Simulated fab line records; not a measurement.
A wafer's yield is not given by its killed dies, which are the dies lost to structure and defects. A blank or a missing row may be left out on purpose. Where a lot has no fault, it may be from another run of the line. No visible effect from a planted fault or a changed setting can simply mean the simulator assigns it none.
8D (eight disciplines) problem report, filled in by code | flow n5_finfet | the parts of the form that need people (team, actions taken, sign-off) are left out

## 1. WHAT WENT WRONG
At N5_FIN_SAQP_CD_MEAS_27, cd_nm averages 23.62 nm over 2 wafers from 2 lots, while fault-free wafers read 20.31 nm, standard deviation 0.22. That is +15 standard deviations from the usual mean.
The step: target cd 20 nm.
First observed at day 3 11:23: wafer L784.4, on cd_sem-03. Wafers with a number at this step in the record: 26, from 9 lots. Rule for "out" (also "out of limits"): further than 4 standard deviations from the usual mean. The other wafers with a number count as sound.

## 2. WHAT IT IS; WHAT IT IS NOT
question                    | is                   | is not
which readings at this step | cd_nm                | -
which lots                  | L784, L787           | L779, L780, L781, L794, L797, L798, L801
which wafers of those lots  | L784.4, L787.4       | L784.1, L784.2, L787.1
read on which gauges        | cd_sem-02, cd_sem-03 | cd_sem-01
when                        | from day 3 11:23     | up to then (11 sound wafers); but 13 sound wafers of L787, L794, L797, L798, L801 came after

## 3. WHAT RULES OUT EACH SUSPECT
Counting: if a tool at a process step up to the reading ran every lot that is out, it stays a suspect. Sound lots after the first of them don't rule it out here, since some wafers of a struck lot are sound.
- the gauge at N5_FIN_SAQP_CD_MEAS_27 has been ruled out. Those wafers that are out were read across 2 gauges (cd_sem-02, cd_sem-03).
- rie_diel-05 at N5_PMOS_HMC_CHANNEL_EPI_STRIP_33 (strips in N2/H2): kept. It ran every lot that is out, first L784 (day 3 05:27); its last sound lot up to then is L781 (day 2 11:56).
- rtp_anneal-02 at N5_FIN_SAQP_DENSIFY_62 (time 60 s): kept. It ran every lot that is out, first L784 (day 3 08:25); its last sound lot up to then is L779 (day 2 03:38).
- ald_sin-01 at N5_FIN_SAQP_SPACER1_ALD_24 (deposits SiO2, target thk 20.3 nm, pulse time 1 s, purge time 2 s): kept. It ran every lot that is out, first L784 (day 3 10:28); its last sound lot up to then is L781 (day 2 17:11).
- In rie_diel-05 at N5_PMOS_HMC_CHANNEL_EPI_STRIP_33, the wafers that are out were processed in chamber 1 and their sound lot-mates in chambers 2, 3.
- In ald_sin-01 at N5_FIN_SAQP_SPACER1_ALD_24, the wafers that are out were processed in chamber 1 and their sound lot-mates in chambers 0, 2.
The count leaves rie_diel-05 at N5_PMOS_HMC_CHANNEL_EPI_STRIP_33, rtp_anneal-02 at N5_FIN_SAQP_DENSIFY_62, and ald_sin-01 at N5_FIN_SAQP_SPACER1_ALD_24.

## 4. THE CAUSE (what the simulator had put in)
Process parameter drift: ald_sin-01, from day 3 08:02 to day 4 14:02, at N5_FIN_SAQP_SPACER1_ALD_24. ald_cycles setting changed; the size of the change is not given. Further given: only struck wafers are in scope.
This tool is one of the 3 suspects left after counting.

## 5. THE EFFECT CHAIN, in route order
Each row: a reading whose mean over the struck wafers that have a number lies more than 3 standard deviations from the usual. Only readings for which the record gives a usual standard deviation are gone through. hours: the time from each lot's start at the first step in this table that gives one to its start at this step, as a median over the lots. sigmas: the change in usual standard deviations.
hours | step                    | reading              | usual    | on struck wafers | change | sigmas
0     | N5_FIN_SAQP_CD_MEAS_27  | cd_nm                | 20.31 nm | 23.62            | +3.32  | +15
245   | N5_PASSIVATION_PROBE_49 | defect_limited_yield | 91.4 %   | 7.3              | -84.1  | -60
245   | N5_PASSIVATION_PROBE_49 | killed_at_front_end  | 39       | 1042             | +1003  | +99 or more
245   | N5_PASSIVATION_PROBE_49 | killed_dies          | 101      | 1094             | +993   | +62
245   | N5_PASSIVATION_PROBE_49 | killed_on_rim        | 13       | 90               | +77    | +20
245   | N5_PASSIVATION_PROBE_49 | sort_bin_5_function  | 5.1 %    | 89.8             | +84.7  | +96
245   | N5_PASSIVATION_PROBE_49 | sort_n_pass          | 1079     | 86               | -993   | -62
245   | N5_PASSIVATION_PROBE_49 | sort_yield_pct       | 91.4 %   | 7.3              | -84.1  | -60
Its process steps:
- N5_PASSIVATION_PROBE_49

## 6. HOW IT WOULD HAVE BEEN CAUGHT EARLIER
Counted from the fault's start at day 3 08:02, it took 3 hours until the first out-of-limits reading at a measuring or inspecting step in this record, taken at day 3 11:23.
Of the tool readings at N5_FIN_SAQP_SPACER1_ALD_24 for which the record gives a usual standard deviation, none was out on any struck wafer, so an alarm limit of 4 standard deviations on them would not have fired.
Lots out: 2; of these, L787 started N5_FIN_SAQP_SPACER1_ALD_24 on ald_sin-01 after day 3 11:23. A hold on the tool at that time would have spared it.
